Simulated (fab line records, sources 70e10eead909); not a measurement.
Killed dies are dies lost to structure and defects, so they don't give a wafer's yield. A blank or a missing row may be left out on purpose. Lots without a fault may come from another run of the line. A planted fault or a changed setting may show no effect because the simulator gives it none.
Chamber matching | flow nand_harc | NHARC_A_STAIRCASE_DEP_417 on pecvd-02: 3 sister chambers
The step deposits Si3N4, target thk 60 nm. 3 wafers are shown with their chamber, then 10 later ones without.

WAFERS WITH THEIR CHAMBER
wafer  | chamber | heater_power_w (W)
L081.5 | 0       | 684
L086.2 | 1       | 784
L087.5 | 2       | 739

WAFERS WITHOUT THEIR CHAMBER
wafer  | heater_power_w (W)
L087.6 | 613
L090.2 | 750
L090.5 | 616
L090.6 | 800
L091.1 | 677
L091.2 | 753
L091.3 | 805
L096.1 | 686
L096.4 | 672
L096.6 | 668

WHICH CHAMBER EACH WENT THROUGH
wafer  | from the rows above          | in truth
L087.6 | can't be placed: 0 or 2      | 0
L090.2 | can't be placed: 2 or 1 or 0 | 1
L090.5 | can't be placed: 0 or 2      | 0
L090.6 | can't be placed: 1 or 2      | 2
L091.1 | can't be placed: 0 or 2      | 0
L091.2 | can't be placed: 2 or 1 or 0 | 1
L091.3 | can't be placed: 1 or 2      | 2
L096.1 | can't be placed: 0 or 2      | 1
L096.4 | can't be placed: 0 or 2      | 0
L096.6 | can't be placed: 0 or 2      | 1
Placed correctly: 0 of 10. Can't be placed from these rows: 10 (the true chamber is among the candidates in 8). Placed wrongly: 0.
How it was worked out, from the rows above alone: a wafer's distance from a chamber is the root of the sum, over the readings, of the square of ((its reading less the chamber's mean) divided by the reading's scatter). The wafer belongs to the nearest chamber; if the next one is less than 2 further off, it can't be placed. A chamber's mean is the mean of its shown wafers. The scatter: with one shown wafer a chamber, the root of the mean of the squares of how far each hidden wafer lies from its nearest shown one.
